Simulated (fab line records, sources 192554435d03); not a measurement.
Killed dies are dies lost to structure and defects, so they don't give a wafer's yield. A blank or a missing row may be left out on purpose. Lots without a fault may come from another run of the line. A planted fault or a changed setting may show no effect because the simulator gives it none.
Chamber matching | flow n5_finfet | N5_BEOL_M11_STRIP_36 on rie_diel-05: 4 sister chambers
The step strips in N2/H2. 4 wafers are shown with their chamber, then 7 later ones without.

WAFERS WITH THEIR CHAMBER
wafer  | chamber | throttle_valve_pct (%)
L088.1 | 3       | 23.73
L088.3 | 0       | 23.19
L089.2 | 2       | 23.28
L089.4 | 1       | 24.09

WAFERS WITHOUT THEIR CHAMBER
wafer  | throttle_valve_pct (%)
L089.5 | 23.24
L091.2 | 24.09
L091.4 | 23.73
L091.5 | 23.73
L096.2 | 23.56
L096.3 | 23.28
L096.5 | 23.58

WHICH CHAMBER EACH WENT THROUGH
wafer  | from the rows above     | in truth
L089.5 | can't be placed: 2 or 0 | 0
L091.2 | 1                       | 1
L091.4 | 3                       | 3
L091.5 | 3                       | 3
L096.2 | can't be placed: 3 or 2 | 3
L096.3 | can't be placed: 2 or 0 | 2
L096.5 | can't be placed: 3 or 2 | 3
Placed correctly: 3 of 7. Can't be placed from these rows: 4 (the true chamber is among the candidates in 4). Placed wrongly: 0.
How it was worked out, from the rows above alone: a wafer's distance from a chamber is the root of the sum, over the readings, of the square of ((its reading less the chamber's mean) divided by the reading's scatter). The wafer belongs to the nearest chamber; if the next one is less than 2 further off, it can't be placed. A chamber's mean is the mean of its shown wafers. The scatter: with one shown wafer a chamber, the root of the mean of the squares of how far each hidden wafer lies from its nearest shown one.
